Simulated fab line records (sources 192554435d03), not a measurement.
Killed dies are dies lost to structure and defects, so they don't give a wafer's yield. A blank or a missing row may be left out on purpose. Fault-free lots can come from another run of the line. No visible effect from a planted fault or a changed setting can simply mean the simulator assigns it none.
Chamber matching ; flow n5-finfet ; N5_BEOL_M5_CO_CAP_78 on cvd-co-01 has 3 sister chambers
The step material Co, precursor CCTBA/H2, target thk 2 nm, time 102.1 s. 3 wafers are shown with their chamber, then 8 later ones without.

== EACH WAFER AND ITS CHAMBER ==
wafer;chamber;heater-power-w (W)
L092.1;1;232
L092.4;2;241
L095.2;0;237

== WAFERS WHOSE CHAMBER IS MISSING ==
wafer;heater-power-w (W)
L095.5;235
L095.6;237
L096.2;244
L096.5;231
L096.6;236
L097.1;251
L097.5;247
L097.6;231

== WHICH CHAMBER EACH ONE RAN IN ==
wafer;from the rows above;in truth
L095.5;can't be placed: 0 or 1 or 2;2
L095.6;can't be placed: 0 or 2 or 1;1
L096.2;can't be placed: 2 or 0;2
L096.5;can't be placed: 1 or 0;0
L096.6;can't be placed: 0 or 1 or 2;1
L097.1;can't be placed: 2 or 0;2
L097.5;can't be placed: 2 or 0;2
L097.6;can't be placed: 1 or 0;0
Placed correctly: 0 of 8. Cannot be placed on the basis of these rows: 8; the candidates contain the true chamber in 8. Wrongly placed: 0.
How it was worked out, from the rows above alone: a wafer's distance from a chamber is the root of the sum, over the readings, of the square of ((its reading less the chamber's mean) divided by the reading's scatter). The wafer belongs to the nearest chamber; if the next one is less than 2 further off, it can't be placed. Each chamber's mean is taken over the wafers shown for it. The scatter: root of mean squared gap, hidden wafer to nearest shown wafer, with one shown wafer a chamber.
